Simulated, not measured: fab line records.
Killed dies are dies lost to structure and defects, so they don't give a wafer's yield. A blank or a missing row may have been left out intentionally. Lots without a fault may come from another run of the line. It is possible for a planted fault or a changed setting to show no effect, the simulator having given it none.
Matching of chambers :: flow n5Finfet :: N5_DUMMY_REMOVAL_HM_STRIP_01 on rieDiel-05: 4 sister chambers
The step strips SiNx in CH3F/O2, stops on poly-Si, target depth 4 nm, time 6.8 s. 18 wafers are shown with their chamber, then 9 later ones without.

== WAFERS PAIRED WITH THEIR CHAMBERS ==
wafer: L077.2
chamber: 2
drypumpMotorCurrentA (A): 6.7
showerheadPlenumPTorr (Torr): 1.99
throttleValvePct (%): 16.28

wafer: L077.3
chamber: 3
drypumpMotorCurrentA (A): 5.2
showerheadPlenumPTorr (Torr): 2.02
throttleValvePct (%): 16.42

wafer: L077.5
chamber: 0
drypumpMotorCurrentA (A): 6.0
showerheadPlenumPTorr (Torr): 2.04
throttleValvePct (%): 16.28

wafer: L078.3
chamber: 0
drypumpMotorCurrentA (A): 5.9
showerheadPlenumPTorr (Torr): 2.04
throttleValvePct (%): 16.27

wafer: L078.4
chamber: 1
drypumpMotorCurrentA (A): 5.7
showerheadPlenumPTorr (Torr): 1.92
throttleValvePct (%): 16.62

wafer: L078.6
chamber: 0
drypumpMotorCurrentA (A): 5.9
showerheadPlenumPTorr (Torr): 2.04
throttleValvePct (%): 16.28

wafer: L080.3
chamber: 1
drypumpMotorCurrentA (A): 5.7
showerheadPlenumPTorr (Torr): 1.92
throttleValvePct (%): 16.61

wafer: L080.4
chamber: 3
drypumpMotorCurrentA (A): 5.2
showerheadPlenumPTorr (Torr): 2.01
throttleValvePct (%): 16.44

wafer: L080.5
chamber: 1
drypumpMotorCurrentA (A): 5.7
showerheadPlenumPTorr (Torr): 1.92
throttleValvePct (%): 16.60

wafer: L081.4
chamber: 0
drypumpMotorCurrentA (A): 6.0
showerheadPlenumPTorr (Torr): 2.04
throttleValvePct (%): 16.29

wafer: L081.5
chamber: 3
drypumpMotorCurrentA (A): 5.2
showerheadPlenumPTorr (Torr): 2.01
throttleValvePct (%): 16.42

wafer: L081.6
chamber: 0
drypumpMotorCurrentA (A): 5.9
showerheadPlenumPTorr (Torr): 2.04
throttleValvePct (%): 16.28

wafer: L086.2
chamber: 2
drypumpMotorCurrentA (A): 6.7
showerheadPlenumPTorr (Torr): 1.98
throttleValvePct (%): 16.33

wafer: L086.3
chamber: 3
drypumpMotorCurrentA (A): 5.2
showerheadPlenumPTorr (Torr): 2.01
throttleValvePct (%): 16.44

wafer: L086.4
chamber: 1
drypumpMotorCurrentA (A): 5.8
showerheadPlenumPTorr (Torr): 1.91
throttleValvePct (%): 16.61

wafer: L087.2
chamber: 1
drypumpMotorCurrentA (A): 5.7
showerheadPlenumPTorr (Torr): 1.91
throttleValvePct (%): 16.63

wafer: L087.3
chamber: 0
drypumpMotorCurrentA (A): 6.0
showerheadPlenumPTorr (Torr): 2.04
throttleValvePct (%): 15.78

wafer: L087.4
chamber: 2
drypumpMotorCurrentA (A): 6.8
showerheadPlenumPTorr (Torr): 1.98
throttleValvePct (%): 16.34

SIGNATURES, as means of the wafers listed above
reading: drypumpMotorCurrentA
chamber 0: 5.950
chamber 1: 5.720
chamber 2: 6.733
chamber 3: 5.200
scatter within a chamber: 0.046

reading: showerheadPlenumPTorr
chamber 0: 2.0400
chamber 1: 1.9160
chamber 2: 1.9833
chamber 3: 2.0125
scatter within a chamber: 0.00432

reading: throttleValvePct
chamber 0: 16.1967
chamber 1: 16.6140
chamber 2: 16.3167
chamber 3: 16.4300
scatter within a chamber: 0.123
Rule: for a wafer and a chamber, the distance is found by dividing, reading by reading, the gap between the wafer's reading and the chamber's mean by the reading's scatter, squaring, summing and taking the root. If the next closest chamber is less than 2 further off than the closest, the wafer can't be placed; otherwise it belongs to the closest. How the scatter is found: for the shown wafers, subtract from each reading the mean of its chamber, square and add these, divide the total by (wafers less chambers), then take the root.

== WAFERS WHOSE CHAMBER IS MISSING ==
wafer: L088.1
drypumpMotorCurrentA (A): 6.7
showerheadPlenumPTorr (Torr): 1.98
throttleValvePct (%): 16.32

wafer: L088.3
drypumpMotorCurrentA (A): 5.9
showerheadPlenumPTorr (Torr): 2.04
throttleValvePct (%): 15.77

wafer: L088.5
drypumpMotorCurrentA (A): 6.7
showerheadPlenumPTorr (Torr): 1.98
throttleValvePct (%): 16.33

wafer: L091.2
drypumpMotorCurrentA (A): 5.2
showerheadPlenumPTorr (Torr): 2.01
throttleValvePct (%): 16.46

wafer: L091.4
drypumpMotorCurrentA (A): 5.7
showerheadPlenumPTorr (Torr): 1.91
throttleValvePct (%): 16.63

wafer: L091.5
drypumpMotorCurrentA (A): 5.7
showerheadPlenumPTorr (Torr): 1.91
throttleValvePct (%): 16.66

wafer: L093.1
drypumpMotorCurrentA (A): 6.8
showerheadPlenumPTorr (Torr): 1.98
throttleValvePct (%): 16.35

wafer: L093.2
drypumpMotorCurrentA (A): 5.2
showerheadPlenumPTorr (Torr): 2.01
throttleValvePct (%): 16.47

wafer: L093.4
drypumpMotorCurrentA (A): 5.7
showerheadPlenumPTorr (Torr): 1.91
throttleValvePct (%): 16.66

== WHICH CHAMBER EACH ONE RAN IN ==
wafer: L088.1
from the rows above: 2
in truth: 2

wafer: L088.3
from the rows above: 0
in truth: 0

wafer: L088.5
from the rows above: 2
in truth: 2

wafer: L091.2
from the rows above: 3
in truth: 3

wafer: L091.4
from the rows above: 1
in truth: 1

wafer: L091.5
from the rows above: 1
in truth: 1

wafer: L093.1
from the rows above: 2
in truth: 2

wafer: L093.2
from the rows above: 3
in truth: 3

wafer: L093.4
from the rows above: 1
in truth: 1
9 of 9 placed correctly. From these rows, 0 cannot be placed. Wrongly placed: 0.
